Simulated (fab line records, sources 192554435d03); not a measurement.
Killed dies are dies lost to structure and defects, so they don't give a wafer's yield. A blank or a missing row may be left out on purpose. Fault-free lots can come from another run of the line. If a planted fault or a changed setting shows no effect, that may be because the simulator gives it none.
Which tool did it? || flow n5-finfet || 10 lots with 29 wafers sampled at 3 steps, on a route of 1938 steps

== WHAT THE GAUGES SHOWED, per wafer ==
N5_BEOL_M4_RC_MEAS_101.
{"lot": "L519", "measured": "day 7 22:44", "on": "prober-02", "RS_NWELL (ohm/sq)": "1031 1033"}
{"lot": "L520", "measured": "day 8 01:22", "on": "prober-02", "RS_NWELL (ohm/sq)": "1034 1039 1030"}
{"lot": "L522", "measured": "day 8 15:17", "on": "prober-02", "RS_NWELL (ohm/sq)": "1042 1053 1038"}
{"lot": "L524", "measured": "day 9 02:31", "on": "prober-02", "RS_NWELL (ohm/sq)": "1033 1044 1031"}
{"lot": "L527", "measured": "day 9 11:06", "on": "prober-01", "RS_NWELL (ohm/sq)": "1037 1051 1040"}
{"lot": "L528", "measured": "day 9 16:11", "on": "prober-02", "RS_NWELL (ohm/sq)": "1025 1033 1034"}
{"lot": "L531", "measured": "day 11 02:02", "on": "prober-02", "RS_NWELL (ohm/sq)": "1023 1039 1029"}
{"lot": "L538", "measured": "day 12 18:07", "on": "prober-02", "RS_NWELL (ohm/sq)": "1971 1962 1960"}
{"lot": "L539", "measured": "day 12 22:44", "on": "prober-02", "RS_NWELL (ohm/sq)": "1942 1949 1954"}
{"lot": "L540", "measured": "day 13 02:18", "on": "prober-02", "RS_NWELL (ohm/sq)": "1947 1931 1941"}

== WHICH TOOL RAN EACH LOT (tool, then ch and the chambers of the sampled wafers, then the start) ==
{"lot": "L519", "N5_WELL_APT_IMPLANT_14": "implanter-02 ch 0, day 1 13:53", "N5_BEOL_M4_ANNEAL_93": "pvd-sputter-03, day 7 21:11"}
{"lot": "L520", "N5_WELL_APT_IMPLANT_14": "implanter-01 ch 0, day 1 20:38", "N5_BEOL_M4_ANNEAL_93": "pvd-sputter-03, day 7 23:54"}
{"lot": "L522", "N5_WELL_APT_IMPLANT_14": "implanter-01 ch 0, day 2 07:50", "N5_BEOL_M4_ANNEAL_93": "pvd-sputter-02, day 8 13:33"}
{"lot": "L524", "N5_WELL_APT_IMPLANT_14": "implanter-02 ch 0, day 2 20:07", "N5_BEOL_M4_ANNEAL_93": "pvd-sputter-01, day 9 00:41"}
{"lot": "L527", "N5_WELL_APT_IMPLANT_14": "implanter-01 ch 0, day 3 13:52", "N5_BEOL_M4_ANNEAL_93": "pvd-sputter-01, day 9 09:35"}
{"lot": "L528", "N5_WELL_APT_IMPLANT_14": "implanter-02 ch 0, day 3 20:05", "N5_BEOL_M4_ANNEAL_93": "pvd-sputter-03, day 9 14:41"}
{"lot": "L531", "N5_WELL_APT_IMPLANT_14": "implanter-02 ch 0, day 4 14:04", "N5_BEOL_M4_ANNEAL_93": "pvd-sputter-01, day 11 00:20"}
{"lot": "L538", "N5_WELL_APT_IMPLANT_14": "implanter-01 ch 0, day 6 12:44", "N5_BEOL_M4_ANNEAL_93": "pvd-sputter-02, day 12 16:21"}
{"lot": "L539", "N5_WELL_APT_IMPLANT_14": "implanter-01 ch 0, day 6 14:17", "N5_BEOL_M4_ANNEAL_93": "pvd-sputter-02, day 12 21:16"}
{"lot": "L540", "N5_WELL_APT_IMPLANT_14": "implanter-01 ch 0, day 6 20:19", "N5_BEOL_M4_ANNEAL_93": "pvd-sputter-02, day 13 00:49"}
- N5_WELL_APT_IMPLANT_14
- N5_BEOL_M4_ANNEAL_93: time 240 s.

== THE ANSWER, worked out from the rows above alone ==
Rule: the usual values come from the lots themselves. Put in order of their means at a reading, lots are off if they are a third of the lots or fewer, leave a main group of 4 or more, and stand apart from it by a gap of 3 or more times the standard deviation of the main group's means; of several such gaps the widest counts. A main group is skipped when, at the precision printed for the reading in the tables above, its means are all equal. Also off: a lot with no number at a reading for which 4 or more lots have one. The other lots that the step has rows for count as sound.
Off: L538, L539, L540, seen at N5_BEOL_M4_RC_MEAS_101 (RS_NWELL). For the main group the mean is 1036 ohm/sq and the standard deviation 5.2.
A tool fits if, at a process step before that reading, it ran every lot that is off, and no sound lot after the first of them. The gauges at N5_BEOL_M4_RC_MEAS_101 are tried like those tools. Can't be told from this: 3 tools fit, implanter-01 at N5_WELL_APT_IMPLANT_14, pvd-sputter-02 at N5_BEOL_M4_ANNEAL_93, prober-02 at N5_BEOL_M4_RC_MEAS_101.

== WHAT HAD BEEN PUT IN BY THE SIMULATOR ==
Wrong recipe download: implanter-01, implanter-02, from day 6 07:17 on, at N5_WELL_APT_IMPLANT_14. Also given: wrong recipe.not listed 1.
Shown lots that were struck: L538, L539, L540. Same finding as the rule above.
